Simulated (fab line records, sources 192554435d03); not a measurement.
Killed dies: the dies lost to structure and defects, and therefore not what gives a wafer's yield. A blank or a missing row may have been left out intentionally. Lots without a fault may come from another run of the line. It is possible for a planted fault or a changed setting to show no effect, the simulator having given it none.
Matching of chambers :: flow n5Finfet :: N5_BEOL_M0_ETCH_128 on rieDiel-02: 4 sister chambers
The step etches SiCN in CF4/N2, target depth 12 nm, overetch 5.1 nm, time 21.4 s. 22 wafers are shown with their chamber, then 11 later ones without.

== WAFERS WITH THEIR CHAMBER ==
wafer: L074.2
chamber: 3
drypumpMotorCurrentA (A): 5.4
showerheadPlenumPTorr (Torr): 2.27
rfFwdPowerW (W): 423.7

wafer: L074.3
chamber: 1
drypumpMotorCurrentA (A): 5.8
showerheadPlenumPTorr (Torr): 2.33
rfFwdPowerW (W): 426.5

wafer: L074.6
chamber: 1
drypumpMotorCurrentA (A): 5.8
showerheadPlenumPTorr (Torr): 2.33
rfFwdPowerW (W): 429.0

wafer: L079.1
chamber: 1
drypumpMotorCurrentA (A): 5.8
showerheadPlenumPTorr (Torr): 2.33
rfFwdPowerW (W): 427.5

wafer: L079.3
chamber: 0
drypumpMotorCurrentA (A): 5.9
showerheadPlenumPTorr (Torr): 2.17
rfFwdPowerW (W): 423.9

wafer: L079.5
chamber: 1
drypumpMotorCurrentA (A): 5.8
showerheadPlenumPTorr (Torr): 2.33
rfFwdPowerW (W): 427.3

wafer: L081.2
chamber: 3
drypumpMotorCurrentA (A): 5.4
showerheadPlenumPTorr (Torr): 2.26
rfFwdPowerW (W): 423.2

wafer: L081.5
chamber: 3
drypumpMotorCurrentA (A): 5.4
showerheadPlenumPTorr (Torr): 2.26
rfFwdPowerW (W): 423.7

wafer: L081.6
chamber: 0
drypumpMotorCurrentA (A): 5.9
showerheadPlenumPTorr (Torr): 2.17
rfFwdPowerW (W): 425.5

wafer: L083.1
chamber: 2
drypumpMotorCurrentA (A): 6.7
showerheadPlenumPTorr (Torr): 2.27
rfFwdPowerW (W): 426.4

wafer: L083.3
chamber: 1
drypumpMotorCurrentA (A): 5.8
showerheadPlenumPTorr (Torr): 2.33
rfFwdPowerW (W): 428.0

wafer: L083.6
chamber: 2
drypumpMotorCurrentA (A): 6.7
showerheadPlenumPTorr (Torr): 2.27
rfFwdPowerW (W): 427.3

wafer: L084.4
chamber: 1
drypumpMotorCurrentA (A): 5.8
showerheadPlenumPTorr (Torr): 2.32
rfFwdPowerW (W): 427.7

wafer: L084.5
chamber: 2
drypumpMotorCurrentA (A): 6.7
showerheadPlenumPTorr (Torr): 2.26
rfFwdPowerW (W): 429.4

wafer: L084.6
chamber: 3
drypumpMotorCurrentA (A): 5.4
showerheadPlenumPTorr (Torr): 2.26
rfFwdPowerW (W): 421.9

wafer: L087.3
chamber: 2
drypumpMotorCurrentA (A): 6.8
showerheadPlenumPTorr (Torr): 2.26
rfFwdPowerW (W): 428.2

wafer: L087.5
chamber: 2
drypumpMotorCurrentA (A): 6.7
showerheadPlenumPTorr (Torr): 2.26
rfFwdPowerW (W): 427.2

wafer: L087.6
chamber: 0
drypumpMotorCurrentA (A): 5.9
showerheadPlenumPTorr (Torr): 2.17
rfFwdPowerW (W): 422.9

wafer: L085.4
chamber: 1
drypumpMotorCurrentA (A): 5.8
showerheadPlenumPTorr (Torr): 2.32
rfFwdPowerW (W): 425.7

wafer: L085.5
chamber: 2
drypumpMotorCurrentA (A): 6.7
showerheadPlenumPTorr (Torr): 2.26
rfFwdPowerW (W): 426.4

wafer: L085.6
chamber: 0
drypumpMotorCurrentA (A): 5.9
showerheadPlenumPTorr (Torr): 2.17
rfFwdPowerW (W): 425.7

wafer: L088.2
chamber: 0
drypumpMotorCurrentA (A): 5.9
showerheadPlenumPTorr (Torr): 2.17
rfFwdPowerW (W): 425.6

SIGNATURES, as means of the wafers listed above
reading: drypumpMotorCurrentA
chamber 0: 5.900
chamber 1: 5.800
chamber 2: 6.717
chamber 3: 5.400
scatter within a chamber: 0.0215

reading: showerheadPlenumPTorr
chamber 0: 2.1700
chamber 1: 2.3271
chamber 2: 2.2633
chamber 3: 2.2625
scatter within a chamber: 0.00442

reading: rfFwdPowerW
chamber 0: 424.720
chamber 1: 427.386
chamber 2: 427.483
chamber 3: 423.125
scatter within a chamber: 1.1
Rule: distance of a wafer from a chamber = root of the sum over the readings of ((wafer's reading minus chamber's mean) / reading's scatter) squared. If the next closest chamber is less than 2 further off than the closest, the wafer can't be placed; otherwise it belongs to the closest. The scatter is the square root of a quotient: the sum, over the shown wafers, of each reading's squared deviation from its chamber's mean, divided by wafers minus chambers.

== WAFERS WHOSE CHAMBER IS MISSING ==
wafer: L088.3
drypumpMotorCurrentA (A): 6.7
showerheadPlenumPTorr (Torr): 2.26
rfFwdPowerW (W): 426.8

wafer: L088.6
drypumpMotorCurrentA (A): 5.9
showerheadPlenumPTorr (Torr): 2.17
rfFwdPowerW (W): 425.0

wafer: L091.2
drypumpMotorCurrentA (A): 6.7
showerheadPlenumPTorr (Torr): 2.26
rfFwdPowerW (W): 426.0

wafer: L091.3
drypumpMotorCurrentA (A): 5.9
showerheadPlenumPTorr (Torr): 2.16
rfFwdPowerW (W): 423.7

wafer: L091.6
drypumpMotorCurrentA (A): 5.8
showerheadPlenumPTorr (Torr): 2.32
rfFwdPowerW (W): 425.0

wafer: L092.3
drypumpMotorCurrentA (A): 5.8
showerheadPlenumPTorr (Torr): 2.16
rfFwdPowerW (W): 424.1

wafer: L092.5
drypumpMotorCurrentA (A): 5.9
showerheadPlenumPTorr (Torr): 2.16
rfFwdPowerW (W): 424.9

wafer: L092.6
drypumpMotorCurrentA (A): 5.4
showerheadPlenumPTorr (Torr): 2.25
rfFwdPowerW (W): 423.5

wafer: L097.4
drypumpMotorCurrentA (A): 5.4
showerheadPlenumPTorr (Torr): 2.25
rfFwdPowerW (W): 423.2

wafer: L097.5
drypumpMotorCurrentA (A): 5.9
showerheadPlenumPTorr (Torr): 2.16
rfFwdPowerW (W): 424.5

wafer: L097.6
drypumpMotorCurrentA (A): 5.4
showerheadPlenumPTorr (Torr): 2.25
rfFwdPowerW (W): 422.1

== WHICH CHAMBER EACH WENT THROUGH ==
wafer: L088.3
from the rows above: 2
in truth: 2

wafer: L088.6
from the rows above: 0
in truth: 0

wafer: L091.2
from the rows above: 2
in truth: 2

wafer: L091.3
from the rows above: 0
in truth: 0

wafer: L091.6
from the rows above: 1
in truth: 1

wafer: L092.3
from the rows above: 0
in truth: 0

wafer: L092.5
from the rows above: 0
in truth: 0

wafer: L092.6
from the rows above: 3
in truth: 3

wafer: L097.4
from the rows above: 3
in truth: 3

wafer: L097.5
from the rows above: 0
in truth: 0

wafer: L097.6
from the rows above: 3
in truth: 3
11 of 11 placed correctly. From these rows, 0 cannot be placed. Wrongly placed: 0.
